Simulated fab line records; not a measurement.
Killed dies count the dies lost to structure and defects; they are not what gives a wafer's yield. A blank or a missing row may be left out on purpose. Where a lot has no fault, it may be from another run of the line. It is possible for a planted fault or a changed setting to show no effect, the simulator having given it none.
Lot-split experiment	flow n5_finfet	21 wafers read across 7 lots, on a route 1938 steps long

## THE SPLIT
At N5_MOL_CONTACT_COAG_CONTACT_ETCH_14 (etches SiO2 in C4F6/O2, target depth 27.5 nm, overetch 8.5 nm, time 20 s), the setting source_w was moved away from the recipe's 370 W on 4 of the 21 wafers read, by -5.9% to +16.2%. For the rest of the wafers, this setting stayed at what the recipe calls for.

Reading taken at the split's own step.

## THE READING
rf_vpp_V, in V, at N5_MOL_CONTACT_COAG_CONTACT_ETCH_14 (etches SiO2 in C4F6/O2, target depth 27.5 nm, overetch 8.5 nm, time 20 s). Typical for fault-free wafers on this fab line: 694 V, with standard deviation 3.2 V.

wafer	tool, chamber at the split	source_w as run, W	against the recipe	rf_vpp_V, V	against lot-mates on the recipe
L074.3	rie_diel-02, 1	370	recipe	695	-
L074.4	rie_diel-02, 0	370	recipe	695	-
L074.6	rie_diel-02, 0	395.7	+6.9%	681	-14
L075.1	rie_diel-05, 3	370	recipe	693	-
L075.3	rie_diel-05, 2	370	recipe	697	-
L075.4	rie_diel-05, 1	370	recipe	691	-
L079.1	rie_diel-04, 3	429.9	+16.2%	663	-29
L079.3	rie_diel-04, 1	429.9	+16.2%	659	-33
L079.6	rie_diel-04, 0	370	recipe	692	-
L083.2	rie_diel-05, 3	370	recipe	693	-
L083.4	rie_diel-05, 1	370	recipe	692	-
L083.6	rie_diel-05, 1	370	recipe	691	-
L087.1	rie_diel-05, 2	370	recipe	697	-
L087.4	rie_diel-05, 3	348.1	-5.9%	710	+13
L087.6	rie_diel-05, 2	370	recipe	697	-
L090.3	rie_diel-05, 2	370	recipe	696	-
L090.4	rie_diel-05, 2	370	recipe	696	-
L090.5	rie_diel-05, 3	370	recipe	691	-
L091.2	rie_diel-04, 1	370	recipe	692	-
L091.5	rie_diel-04, 3	370	recipe	698	-
L091.6	rie_diel-04, 0	370	recipe	692	-

THE FIT
A straight line over all 21 wafers: rf_vpp_V changes by -2.08 V for each +1% of source_w; r = -0.98; the points scatter about the line by 2.5 V.
The same after taking each lot's own level away (the mean of its wafers on the recipe; 21 wafers): -1.94 V for each +1%; r = -0.98; scatter 1.9 V.
Per that fit: largest source_w move, reading shift of 31 V.
The span of the lots' own levels, 692.0 to 697.0 V, comes to 1.6 times the standard deviation stated above.
Consequently the slope shifts little with the lot-to-lot level, the two slopes agreeing.
Check: -33.2 V against its lot-mates is what the line predicts for one of the wafers moved furthest among these (+16.2%) when that wafer is left out of the fit. It came out at -29 V against them.
Tool readings at the split's step, against how far the setting was moved: rf_vpp_V r = -0.98.

## THESE WAFERS: OTHER SPLITS
Before the reading, these wafers also passed through other splits. Each is held against what the fit with the lots' levels taken away leaves over:
other split on the same wafers	wafers away from the commonest value	r with rf_vpp_V (lot level and that fit taken away)
N5_SD_EPI_N_EPI_21 time_s	6	+0.12
N5_SD_EPI_P_COAT_34 spin_rpm	3	-0.12
N5_SDB_EXPOSE_08 dose_mj	9	+0.04
N5_SDB_ETCH_17 bias_w	6	-0.11
N5_HKMG_FIN_PEB_10 peb_time_s	8	-0.03
N5_HKMG_FIN_DEVELOP_11 develop_time_s	8	+0.04
N5_HKMG_FIN_ETCH_86 target_depth_a	2	-0.13
N5_MOL_CONTACT_COAG_ETCH_106 source_w	11	+0.01

## THE FILE'S OWN FIT
rf_vpp_V changes by -1.96 V for each +1% of source_w, r = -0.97.
